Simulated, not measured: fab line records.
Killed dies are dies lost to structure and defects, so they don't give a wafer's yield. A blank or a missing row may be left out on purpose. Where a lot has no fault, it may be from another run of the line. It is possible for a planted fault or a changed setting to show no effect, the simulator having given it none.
A single fault, viewed from 2 desks + flow n5Finfet + each desk holds nothing but its own numbers, with what lay behind them at the end

METROLOGY DESK
What the gauges read for every lot (on any tool): the sampled wafers with a number, averaged. If a lot's mean is further than 4 standard deviations from the usual mean, the lot is out of limits and carries the mark OUT (the distance appears in the brackets). Of its 10 readings 7 are shown: those that lie furthest out on some lot.
Columns: A = DIBL_P at N5_BEOL_M4_RC_MEAS_101, usual 36.5 mV/V; B = IOFF_P at N5_BEOL_M4_RC_MEAS_101, usual 0.22 nA/um; C = ION_N at N5_BEOL_M4_RC_MEAS_101, usual 674 uA/um; D = SS_N at N5_BEOL_M4_RC_MEAS_101, usual 71.7 mV/dec; E = SS_P at N5_BEOL_M4_RC_MEAS_101, usual 73.4 mV/dec; F = VT_N at N5_BEOL_M4_RC_MEAS_101, usual 249 mV; G = VT_P at N5_BEOL_M4_RC_MEAS_101, usual -250 mV
| lot  | first seen here | A    | B    | C   | D    | E    | F   | G    |
|------|-----------------|------|------|-----|------|------|-----|------|
| L197 | day 8 23:49     | 33.4 | 0.20 | 670 | 70.3 | 72.9 | 250 | -250 |
| L200 | day 9 02:46     | 35.1 | 0.20 | 649 | 71.1 | 73.3 | 252 | -253 |
| L199 | day 9 08:06     | 34.4 | 0.25 | 676 | 71.6 | 73.0 | 249 | -245 |
| L201 | day 9 23:44     | 39.4 | 0.28 | 689 | 72.3 | 74.3 | 245 | -246 |
| L205 | day 10 02:13    | 36.5 | 0.24 | 680 | 71.9 | 73.7 | 249 | -246 |
| L206 | day 10 22:29    | 34.7 | 0.20 | 666 | 70.8 | 73.3 | 252 | -248 |
| L214 | day 12 03:50    | 37.3 | 0.22 | 671 | 71.5 | 73.8 | 249 | -249 |
| L217 | day 14 02:22    | 39.9 | 0.28 | 685 | 71.8 | 74.5 | 246 | -249 |
| L218 | day 15 04:58    | 32.5 | 0.14 | 658 | 70.7 | 72.2 | 256 | -255 |
Finding of this desk: none of the 9 lots has anything out of limits.

THE TOOL OWNER'S DESK: rieDiel-01
The tool's own readings at N5_BEOL_M2_ETCH_74 (etches underlayer in N2/H2, target depth 6.5 nm, time 5.2 s): means of the sampled wafers that have a number, for each lot that ran on this tool. If a lot's mean is further than 4 standard deviations from the usual mean, the lot is out of limits and carries the mark OUT (the distance appears in the brackets).
Columns: A = drypumpMotorCurrentA at N5_BEOL_M2_ETCH_74, usual 5.9 A; B = etchRfOnTimeS at N5_BEOL_M2_ETCH_74, usual 5.28 s; C = oesProductAu at N5_BEOL_M2_ETCH_74, usual 0.65 a.u.; D = rfVppV at N5_BEOL_M2_ETCH_74, usual 524.0 V; E = showerheadPlenumPTorr at N5_BEOL_M2_ETCH_74, usual 2.54 Torr; F = throttleValvePct at N5_BEOL_M2_ETCH_74, usual 17.85 %
| lot  | first seen here | A   | B               | C    | D     | E    | F     |
|------|-----------------|-----|-----------------|------|-------|------|-------|
| L197 | day 7 22:41     | 6.2 | 5.09            | 0.64 | 523.7 | 2.56 | 18.15 |
| L201 | day 8 04:11     | 6.3 | 5.19            | 0.68 | 524.7 | 2.58 | 18.02 |
| L205 | day 8 20:46     | 6.1 | 3.73 (-8.2) OUT | 0.83 | 522.8 | 2.50 | 17.96 |
| L206 | day 9 09:55     | 6.1 | 4.54            | 0.80 | 524.9 | 2.53 | 17.81 |
| L218 | day 11 22:50    | 6.4 | 5.39            | 0.67 | 526.4 | 2.60 | 17.96 |
Finding of this desk: L205 out of limits; the first was L205 at day 8 20:46, on etchRfOnTimeS at N5_BEOL_M2_ETCH_74. Within limits: L197, L201, L206, L218.

ALL TOGETHER
The tool owner's desk had the chance to raise an alarm at day 8 20:46 on L205.
From the metrology desk's view, nothing was out of limits.
The metrology desk has L205 on record, within its limits.
All the named lots went through N5_BEOL_M2_ETCH_74 on rieDiel-01.

WHAT THE SIMULATOR HAD PUT IN
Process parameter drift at N5_BEOL_M2_ETCH_74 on rieDiel-01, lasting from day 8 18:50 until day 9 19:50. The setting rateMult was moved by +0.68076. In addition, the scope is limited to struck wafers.
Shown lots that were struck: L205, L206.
Hours from the fault's start to each desk's first reading out of limits: the tool owner's desk, 2.
